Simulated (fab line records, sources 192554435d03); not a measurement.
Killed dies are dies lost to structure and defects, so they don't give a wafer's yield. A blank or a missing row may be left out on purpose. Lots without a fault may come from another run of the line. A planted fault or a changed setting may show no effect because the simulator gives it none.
Chamber matching | flow n5_finfet | N5_BEOL_M0_SAQP_MANDREL2_REMOVE_110 on rie_si-04: 4 sister chambers
The step chemistry HBr/Cl2/O2, target a-Si, stops on SiCN, bt time 10 s. 14 wafers are shown with their chamber, then 7 later ones without.

WAFERS WITH THEIR CHAMBER
wafer  | chamber | drypump_motor_current_A (A) | throttle_valve_pct (%) | oes_product_au (a.u.)
L083.1 | 2       | 5.8                         | 36.5                   | 0.997
L083.4 | 3       | 5.6                         | 36.6                   | 1.015
L083.5 | 3       | 5.6                         | 36.6                   | 0.995
L084.4 | 0       | 5.5                         | 36.9                   | 1.013
L084.5 | 3       | 5.6                         | 36.5                   | 0.999
L084.6 | 2       | 5.8                         | 36.5                   | 0.991
L088.1 | 2       | 5.8                         | 36.5                   | 1.001
L088.3 | 3       | 5.6                         | 36.6                   | 1.005
L088.5 | 3       | 5.6                         | 36.6                   | 1.005
L090.1 | 1       | 4.8                         | 36.6                   | 1.001
L090.2 | 2       | 5.7                         | 36.5                   | 0.999
L090.4 | 0       | 5.5                         | 36.9                   | 1.017
L092.1 | 1       | 4.8                         | 36.6                   | 1.001
L092.2 | 2       | 5.8                         | 36.5                   | 1.008

SIGNATURES (means of the wafers above)
reading                 | chamber 0 | chamber 1 | chamber 2 | chamber 3 | scatter within a chamber
drypump_motor_current_A | 5.500     | 4.800     | 5.780     | 5.600     | 0.0283
throttle_valve_pct      | 36.900    | 36.600    | 36.500    | 36.580    | 0.0283
oes_product_au          | 1.01500   | 1.00100   | 0.99920   | 1.00380   | 0.00624
Rule: a wafer's distance from a chamber is the root of the sum, over the readings, of the square of ((its reading less the chamber's mean) divided by the reading's scatter). The wafer belongs to the nearest chamber; if the next one is less than 2 further off, it can't be placed. The scatter: the root of (the sum of the squares of (reading less its chamber's mean) over the shown wafers, divided by (wafers less chambers)).

WAFERS WITHOUT THEIR CHAMBER
wafer  | drypump_motor_current_A (A) | throttle_valve_pct (%) | oes_product_au (a.u.)
L092.3 | 5.4                         | 36.9                   | 1.015
L093.1 | 4.8                         | 36.6                   | 1.004
L093.2 | 5.6                         | 36.5                   | 1.009
L093.4 | 5.8                         | 36.5                   | 1.009
L096.2 | 5.6                         | 36.6                   | 1.009
L096.3 | 5.5                         | 36.9                   | 1.014
L096.5 | 5.6                         | 36.5                   | 1.012

WHICH CHAMBER EACH WENT THROUGH
wafer  | from the rows above | in truth
L092.3 | 0                   | 0
L093.1 | 1                   | 1
L093.2 | 3                   | 3
L093.4 | 2                   | 2
L096.2 | 3                   | 3
L096.3 | 0                   | 0
L096.5 | 3                   | 3
Placed correctly: 7 of 7. Can't be placed from these rows: 0. Placed wrongly: 0.
